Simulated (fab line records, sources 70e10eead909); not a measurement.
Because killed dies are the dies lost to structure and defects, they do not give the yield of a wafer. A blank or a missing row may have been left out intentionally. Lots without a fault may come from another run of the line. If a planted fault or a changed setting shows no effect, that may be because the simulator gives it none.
fab line records	flow nandHarc
record: lots: 6	wafers: 18	lastDay: 33
route steps=1302 shown THIN_TSV@1244 END@1302
lots that met no fault: from a run of the same line without faults
startH: start of the lot's first displayed wafer, in hours after the record's first day	waitH: how many hours have passed since the lot's step before this one	" as in the row above	L1.1+2: a row that stands for several wafers	- no value, or no start given	* or withheld: withheld	< > ~ a bound
route shown NAME@n: names a module that has steps shown in the file, with the first one's number in the route	usual: mean/standard deviation taken from wafers without a fault	same: alike in all rows	chamber/n: place in a boat	sites: each site's reading	_std_site: the standard deviation of these	_edge_site: inner sites' mean taken away from outer sites' mean	radiusMm: how far each site lies from the wafer's centre	mask NAME#n: copy n	behind: the tool/chamber that last shaped the wafer	hold: why the lot was held/for how many hours/how that ended	device: the n, p or np transistor that did not switch	end of line: the tests these same wafers got at the end of their route	a step with no rows: only its recipe	killed: not the wafer's yield, but the dies lost to structure and defects at the first sort	map: a wafer's dies, x killed, . not, _ none there
set.NAME: the run value of the setting; set.NAME@STEP: its run value at that earlier step	model.NAME: the simulator's own value behind a step, which no gauge read
certain route steps with their lots: each step a table, each wafer a row
services: when a tool's chamber went out of use (startH, in hours from the record's first day, below 0 if earlier), for how many hours, and the reason
== steps ==
step: NHARC_THIN_TSV_GRIND_00
recipe: targetThkUm: 6
usual: motorCurrentA: 12.000/0.021
lot.wafer	tool	chamber	startH	waitH	motorCurrentA
L997.2	grinder-01	0	569.85	0.3	12.002
L997.5	"	0	"	"	12.041
L997.6	"	0	"	"	11.967
L106.2	grinder-01	0	651.00	0.3	11.994
L106.3	"	0	"	"	12.042
L106.4	"	0	"	"	12.023
L107.4	grinder-01	0	652.59	1.9	11.962
L107.5	"	0	"	"	11.972
L107.6	"	0	"	"	12.017
L116.3	grinder-01	0	733.17	0.5	12.021
L116.4	"	0	"	"	12.009
L116.6	"	0	"	"	12.023
L118.4	grinder-01	0	758.40	0.7	11.961
L118.5	"	0	"	"	12.011
L118.6	"	0	"	"	12.030
L120.1	grinder-01	0	779.63	0.1	11.976
L120.3	"	0	"	"	12.001
L120.5	"	0	"	"	11.990
step: NHARC_THIN_TSV_CMP_01
recipe: targetThkUm: 3
usual: motorCurrentA: 12.0/1.1
lot.wafer	tool	chamber	startH	waitH	motorCurrentA
L997.2	cmp-02	3	570.96	0.9	13.0
L997.6	"	0	"	"	11.9
L997.5	"	1	"	"	12.5
L106.3	cmp-01	1	652.03	0.6	13.5
L106.4	"	2	"	"	10.0
L106.2	"	0	"	"	13.5
L107.4	cmp-01	1	653.28	0.5	13.0
L107.5	"	2	"	"	10.2
L107.6	"	3	"	"	11.7
L116.4	cmp-02	1	734.00	0.4	12.4
L116.3	"	3	"	"	13.2
L116.6	"	1	"	"	13.0
L118.4	cmp-01	2	759.09	0.5	10.5
L118.5	"	3	"	"	12.4
L118.6	"	0	"	"	13.0
L120.3	cmp-01	2	780.87	0.6	11.0
L120.1	"	3	"	"	11.6
L120.5	"	2	"	"	10.0
step: NHARC_THIN_TSV_THK_MEAS_02
recipe: thkMeasGauge: ir
usual: thkNm: 3000/200
lot.wafer	tool	chamber	startH	waitH	thkNm
L997.2	filmMetro-01	-	571.15	-	3019
L997.5	"	-	"	"	2876
L997.6	"	-	"	"	3231
L106.2	filmMetro-01	-	652.29	-	3092
L106.3	"	-	"	"	2738
L106.4	"	-	"	"	2896
L107.4	filmMetro-02	-	653.47	-	3234
L107.5	"	-	"	"	2977
L107.6	"	-	"	"	3104
L116.3	filmMetro-01	-	734.27	-	2766
L116.4	"	-	"	"	2962
L116.6	"	-	"	"	2970
L118.4	filmMetro-02	-	759.28	-	3001
L118.5	"	-	"	"	2918
L118.6	"	-	"	"	3156
L120.1	filmMetro-01	-	781.13	-	3078
L120.3	"	-	"	"	3066
L120.5	"	-	"	"	3355
step: NHARC_THIN_TSV_SRD_03
step: NHARC_THIN_TSV_PRECLEAN_41
recipe: timeS: *	tempC: 50	bathAgeMin: 0	chemistry: SC1
step: NHARC_THIN_TSV_SRD_42
step: NHARC_THIN_TSV_DEP_43
recipe: targetThkA: 13285	tempC: withheld	pressureTorr: 6.5	rfW: 900	teosFlowSccm: 161.4	flowSccm: 2650	targetThkNm: 1328.5	gas: O2	material: SiO2
usual: rfFwdPowerW: 898.2/2.8	throttleValvePct: 16.2/0.53
lot.wafer	tool	chamber	startH	waitH	rfFwdPowerW	throttleValvePct
L997.2	pecvd-02	0	571.37	-	898.4	16.2
L997.5	"	0	"	"	896.3	16.1
L997.6	"	2	"	"	900.6	16.2
L106.3	pecvd-01	2	652.55	-	898.3	16.3
L106.2	"	0	"	"	898.0	15.9
L106.4	"	0	"	"	901.3	15.9
L107.5	pecvd-02	2	653.83	-	902.5	15.3
L107.6	"	0	"	"	898.8	15.9
L107.4	"	1	"	"	896.4	16.0
L116.3	pecvd-04	0	734.53	-	896.9	16.0
L116.4	"	0	"	"	900.1	16.0
L116.6	"	2	"	"	893.6	16.3
L118.6	pecvd-01	2	759.63	-	900.0	16.3
L118.4	"	0	"	"	897.7	15.5
L118.5	"	1	"	"	894.5	17.3
L120.3	pecvd-01	2	781.40	-	900.2	16.6
L120.1	"	0	"	"	900.0	15.8
L120.5	"	2	"	"	899.1	16.4
step: NHARC_THIN_TSV_DEHYDRATE_04
recipe: tempC: 150	timeS: 120
step: NHARC_THIN_TSV_HMDS_05
recipe: timeS: 30
step: NHARC_THIN_TSV_COAT_06
recipe: spinRpm: *
step: NHARC_THIN_TSV_SOFTBAKE_07
recipe: tempC: 122	timeS: 95
step: NHARC_THIN_TSV_EBR_08
step: NHARC_THIN_TSV_EXPOSE_09
recipe: na: 0.55	doseMj: 30.7	maskId: TSV
usual: exposureDoseMJCm2: 30.65/0.031
lot.wafer	tool	chamber	startH	waitH	mask	exposureDoseMJCm2
L997.2	krfScanner-01	0	572.08	-	TSV#0	30.68
L997.5	"	0	"	"	TSV#0	30.64
L997.6	"	0	"	"	TSV#0	30.63
L106.2	krfScanner-02	0	653.22	-	TSV#0	28.20
L106.3	"	0	"	"	TSV#0	28.21
L106.4	"	0	"	"	TSV#0	28.19
L107.4	krfScanner-02	0	654.26	-	TSV#0	28.68
L107.5	"	0	"	"	TSV#0	28.65
L107.6	"	0	"	"	TSV#0	28.69
L116.3	krfScanner-01	0	735.08	-	TSV#0	30.61
L116.4	"	0	"	"	TSV#0	30.61
L116.6	"	0	"	"	TSV#0	30.62
L118.4	krfScanner-03	0	760.20	-	TSV#0	30.63
L118.5	"	0	"	"	TSV#0	30.65
L118.6	"	0	"	"	TSV#0	30.66
L120.1	krfScanner-01	0	782.03	-	TSV#0	30.63
L120.3	"	0	"	"	TSV#0	30.63
L120.5	"	0	"	"	TSV#0	30.65
step: NHARC_THIN_TSV_PEB_10
recipe: pebTempC: 118	pebTimeS: 85
step: NHARC_END_SORT_01
recipe: tempC: 25
usual: defectLimitedYield: 92.0/2.6	killedAtArray: 49/18	killedAtOther: 0.8/1	killedAtPeriphery: 4.2/2.8	killedDies: 54/18	killedOpen: 3.0/1.7	killedShort: 2.5/1.6	sort_bin_2_pct: 2.8/1.2	sort_bin_3_pct: 0.6/0.37	sort_bin_4_pct: 4.6/1.5	sortNPass: 623/18	sortRimYieldPct: 92/4.2	sortYieldPct: 92.0/2.6
same: grossDies: 677	sort_bin_5_pct[%]: 0	sort_bin_6_pct[%]: 0	sort_bin_7_pct[%]: 0	sort_bin_8_pct[%]: 0	sortRimNGross: 106.00
lot.wafer	tool	chamber	startH	waitH	defectLimitedYield[%]	killedAtArray	killedAtOther	killedAtPeriphery	killedDies	killedOpen	killedShort	sort_bin_2_pct[%]	sort_bin_3_pct[%]	sort_bin_4_pct[%]	sortNPass	sortRimYieldPct[%]	sortYieldPct[%]
L997.2	prober-02	0	588.01	2.8	91.4	54	0	4	58	3	2	2.4	0.9	5.3	619	90	91.4
L997.5	prober-02	0	590.41	3.7	88.0	70	0	11	81	1	2	5.0	0.7	6.2	596	93	88.0
L997.6	prober-02	0	591.21	4.0	91.7	48	0	8	56	0	1	3.2	0.4	4.6	621	86	91.7
L106.2	prober-02	0	669.11	2.8	90.1	63	2	2	67	3	2	4.0	0.6	5.3	610	89	90.1
L106.3	prober-02	0	669.91	3.1	86.7	90	0	0	90	5	3	5.0	1.2	7.1	587	89	86.7
L106.4	prober-02	0	670.71	3.4	88.8	70	0	6	76	7	0	4.0	0.9	6.4	601	85	88.8
L107.4	prober-01	0	670.66	3.4	96.6	20	1	2	23	4	2	0.4	0	3.0	654	92	96.6
L107.5	prober-01	0	671.45	3.7	96.8	20	0	2	22	7	2	1.5	0.3	1.5	655	95	96.8
L107.6	prober-01	0	672.25	4.0	95.4	30	0	1	31	4	3	1.5	0.4	2.7	646	92	95.4
L116.3	prober-02	0	751.70	3.1	94.4	33	0	5	38	2	3	1.0	0.1	4.4	639	96	94.4
L116.4	prober-02	0	752.49	3.4	95.1	24	2	7	33	3	2	0.9	0.6	3.4	644	92	95.1
L116.6	prober-02	0	754.08	4.0	95.0	29	0	5	34	5	3	2.1	0	3.0	643	94	95.0
L118.4	prober-02	0	777.89	3.4	91.1	58	0	2	60	3	3	2.7	0.7	5.5	617	99	91.1
L118.5	prober-02	0	778.70	3.7	91.4	54	0	4	58	0	2	2.4	1.2	5.0	619	100	91.4
L118.6	prober-02	0	779.50	4.0	92.5	42	1	8	51	3	2	2.8	0.9	3.8	626	85	92.5
L120.1	prober-01	0	798.22	2.5	89.4	69	1	2	72	3	5	4.0	0.3	6.4	605	87	89.4
L120.3	prober-01	0	799.80	3.1	90.0	63	4	1	68	4	5	2.7	0.6	6.8	609	91	90.0
L120.5	prober-01	0	801.39	3.7	91.1	57	1	2	60	6	3	3.2	0.4	5.2	617	89	91.1
killed by level:class
L997.2 A_CHANNEL_HOLE_D1:chamberFilmFlake=25 A_SLIT:chamberFilmFlake=13 A_CHANNEL_HOLE_D2:chamberFilmFlake=6 A_CONTACT:chamberFilmFlake=3 P_ZERO_WELL:chamberFilmFlake=2 A_ONON_D1:geometricParticle:open=1 A_CHANNEL_FILL_D1:geometricParticle:short=1 A_DECK1_JOINT:geometricParticle:open=1
L997.5 A_CHANNEL_HOLE_D1:chamberFilmFlake=33 A_SLIT:chamberFilmFlake=20 A_CHANNEL_HOLE_D2:chamberFilmFlake=7 P_GATE:chamberFilmFlake=3 P_BONDPAD:chamberFilmFlake=3 A_STAIRCASE:chamberFilmFlake=3 P_ZERO_WELL:chamberFilmFlake=2 P_M2:chamberFilmFlake=2
L997.6 A_CHANNEL_HOLE_D1:chamberFilmFlake=20 A_SLIT:chamberFilmFlake=13 A_CHANNEL_HOLE_D2:chamberFilmFlake=6 A_STAIRCASE:chamberFilmFlake=5 P_GATE:chamberFilmFlake=3 P_M2:chamberFilmFlake=2 P_BONDPAD:chamberFilmFlake=2 A_CONTACT:chamberFilmFlake=2
L106.2 A_CHANNEL_HOLE_D1:chamberFilmFlake=25 A_SLIT:chamberFilmFlake=15 A_CONTACT:chamberFilmFlake=8 A_CHANNEL_FILL_D1:chamberFilmFlake=3 A_CHANNEL_HOLE_D2:chamberFilmFlake=3 A_CHANNEL_FILL_D2:chamberFilmFlake=3 A_STAIRCASE:chamberFilmFlake=2 THIN_TSV:chamberFilmFlake=2
L106.3 A_SLIT:chamberFilmFlake=35 A_CHANNEL_HOLE_D1:chamberFilmFlake=22 A_CHANNEL_HOLE_D2:chamberFilmFlake=8 A_CONTACT:chamberFilmFlake=7 A_STAIRCASE:chamberFilmFlake=5 A_CHANNEL_FILL_D2:chamberFilmFlake=3 A_CHANNEL_FILL_D1:geometricParticle:open=2 A_CONTACT:geometricParticle:open=2
L107.4 A_CHANNEL_HOLE_D2:chamberFilmFlake=7 A_CHANNEL_HOLE_D1:chamberFilmFlake=2 A_SLIT:chamberFilmFlake=2 A_CONTACT:chamberFilmFlake=2 P_M0:geometricParticle:open=1 A_CHANNEL_FILL_D1:geometricParticle:short=1 A_ONON_D2:geometricParticle:open=1 A_CHANNEL_HOLE_D2:geometricParticle:open=1
L106.4 A_CHANNEL_HOLE_D1:chamberFilmFlake=31 A_SLIT:chamberFilmFlake=15 A_CHANNEL_HOLE_D2:chamberFilmFlake=9 A_CONTACT:chamberFilmFlake=7 A_CHANNEL_FILL_D2:chamberFilmFlake=4 P_GATE:geometricParticle:open=2 P_CONTACT:geometricParticle:open=2 A_SOURCE_PLATE:geometricParticle:open=1
L107.5 A_CHANNEL_HOLE_D2:chamberFilmFlake=6 A_DECK1_JOINT:geometricParticle:open=2 A_CHANNEL_HOLE_D1:chamberFilmFlake=2 P_GATE:geometricParticle:open=1 P_M0:geometricParticle:open=1 A_ONON_D1:geometricParticle:short=1 A_SGD_CUT:geometricParticle:open=1 A_SGD_CUT:geometricParticle:short=1
L107.6 A_CHANNEL_HOLE_D1:chamberFilmFlake=7 A_CHANNEL_HOLE_D2:chamberFilmFlake=6 A_SLIT:chamberFilmFlake=5 A_ONON_D2:geometricParticle:short=2 A_DECK1_JOINT:chamberFilmFlake=2 A_CHANNEL_FILL_D2:chamberFilmFlake=2 A_ONON_D1:geometricParticle:short=1 A_DECK1_JOINT:geometricParticle:open=1
L116.3 A_SLIT:chamberFilmFlake=11 A_CHANNEL_HOLE_D1:chamberFilmFlake=5 P_ZERO_WELL:chamberFilmFlake=4 A_CONTACT:chamberFilmFlake=4 A_STAIRCASE:chamberFilmFlake=3 A_DECK1_JOINT:geometricParticle:open=2 A_CHANNEL_HOLE_D2:chamberFilmFlake=2 A_CHANNEL_FILL_D2:chamberFilmFlake=2
L116.4 A_CHANNEL_HOLE_D1:chamberFilmFlake=7 A_STAIRCASE:chamberFilmFlake=4 A_CONTACT:chamberFilmFlake=4 P_GATE:chamberFilmFlake=3 A_ONON_D2:geometricParticle:short=2 P_ZERO_WELL:chamberFilmFlake=2 A_SLIT:chamberFilmFlake=2 THIN_TSV:chamberFilmFlake=2
L116.6 A_CHANNEL_HOLE_D1:chamberFilmFlake=6 A_SLIT:chamberFilmFlake=4 A_STAIRCASE:chamberFilmFlake=3 A_CONTACT:chamberFilmFlake=3 A_CHANNEL_FILL_D1:geometricParticle:short=2 P_ZERO_WELL:chamberFilmFlake=2 A_ZERO_WELL:chamberFilmFlake=2 A_CHANNEL_FILL_D2:chamberFilmFlake=2
L118.4 A_SLIT:chamberFilmFlake=22 A_CHANNEL_HOLE_D2:chamberFilmFlake=20 A_CONTACT:chamberFilmFlake=9 A_ONON_D2:geometricParticle:open=2 A_ONON_D1:geometricParticle:short=1 A_WL_FILL:geometricParticle:short=1 A_BLC:geometricParticle:open=1 A_M0:geometricParticle:short=1
L118.5 A_SLIT:chamberFilmFlake=22 A_CHANNEL_HOLE_D2:chamberFilmFlake=17 A_STAIRCASE:chamberFilmFlake=4 A_CONTACT:chamberFilmFlake=4 P_GATE:chamberFilmFlake=3 A_ZERO_WELL:chamberFilmFlake=3 A_DECK1_JOINT:geometricParticle:short=1 A_WL_FILL:geometricParticle:short=1
L118.6 A_SLIT:chamberFilmFlake=15 A_CHANNEL_HOLE_D2:chamberFilmFlake=11 A_CONTACT:chamberFilmFlake=8 P_ZERO_WELL:chamberFilmFlake=4 P_GATE:chamberFilmFlake=2 A_ZERO_WELL:chamberFilmFlake=2 P_CONTACT:geometricParticle:open=1 P_M0:geometricParticle:open=1
L120.1 A_CHANNEL_HOLE_D2:chamberFilmFlake=30 A_CHANNEL_HOLE_D1:chamberFilmFlake=13 A_CONTACT:chamberFilmFlake=10 A_SLIT:chamberFilmFlake=6 A_CHANNEL_FILL_D2:geometricParticle:short=2 A_M0:geometricParticle:short=2 P_ZERO_WELL:chamberFilmFlake=2 A_CHANNEL_HOLE_D1:geometricParticle:open=1
L120.3 A_CHANNEL_HOLE_D1:chamberFilmFlake=19 A_CHANNEL_HOLE_D2:chamberFilmFlake=18 A_SLIT:chamberFilmFlake=10 A_CONTACT:chamberFilmFlake=5 THIN_TSV:chamberFilmFlake=4 A_M0:geometricParticle:short=2 A_STAIRCASE:chamberFilmFlake=2 P_M0:geometricParticle:open=1
L120.5 A_CHANNEL_HOLE_D2:chamberFilmFlake=24 A_CONTACT:chamberFilmFlake=10 A_CHANNEL_HOLE_D1:chamberFilmFlake=9 A_SLIT:chamberFilmFlake=3 P_M1:geometricParticle:open=1 A_ONON_D1:geometricParticle:open=1 A_CHANNEL_HOLE_D1:geometricParticle:open=1 A_CHANNEL_FILL_D1:geometricParticle:short=1
== services ==
tool	chamber	startH	hours	kind
krfScanner-02	-	549.46	1.4	repair
grinder-01	-	558.41	2.0	repair
cmp-02	-	572.18	0.3	repair
cmp-01	-	577.92	4.0	pm
cmp-01	-	587.37	2.1	repair
pecvd-02	-	589.19	13.0	pm
cmp-02	-	604.06	0.5	repair
krfScanner-02	-	616.12	4.0	pm
cmp-01	-	619.56	2.3	repair
krfScanner-01	-	622.08	0.2	repair
pecvd-02	0	622.36	28.2	repair
cmp-02	-	624.65	4.0	pm
krfScanner-02	-	638.86	2.3	repair
cmp-02	-	641.01	0.6	repair
grinder-01	-	641.11	0.5	repair
grinder-01	-	654.75	1.1	repair
krfScanner-01	-	656.00	4.0	pm
cmp-01	-	656.74	0.4	repair
krfScanner-02	-	675.37	16.0	repair
cmp-01	-	675.92	4.0	pm
pecvd-01	-	685.31	13.0	pm
grinder-01	-	736.00	8.0	pm
grinder-01	-	765.53	2.1	repair
cmp-01	-	773.92	4.0	pm
== key ==
firstSign: step: NHARC_THIN_TSV_EXPOSE_09	reading: exposureDoseMJCm2	direction: down	sigmas: 72	usual: 30.65	struck: 28.44
effect none on later readings
metAt NHARC_THIN_TSV_EXPOSE_09
struckWafers L106.2,L106.3,L106.4,L107.4,L107.5,L107.6
loopTrim: step: NHARC_THIN_TSV_EXPOSE_09	setting: dose	lots: L107
fault: kind: processParameterDrift	tool: krfScanner-02	chamber: -	onsetH: 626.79	steps: NHARC_THIN_TSV_EXPOSE_09	channel: doseMj	offset: -2.4571	shape: step	actsIn: theseRecipesOnly	stated: 30.7
loopTrim: a control loop set the setting to another value than it would have without faults
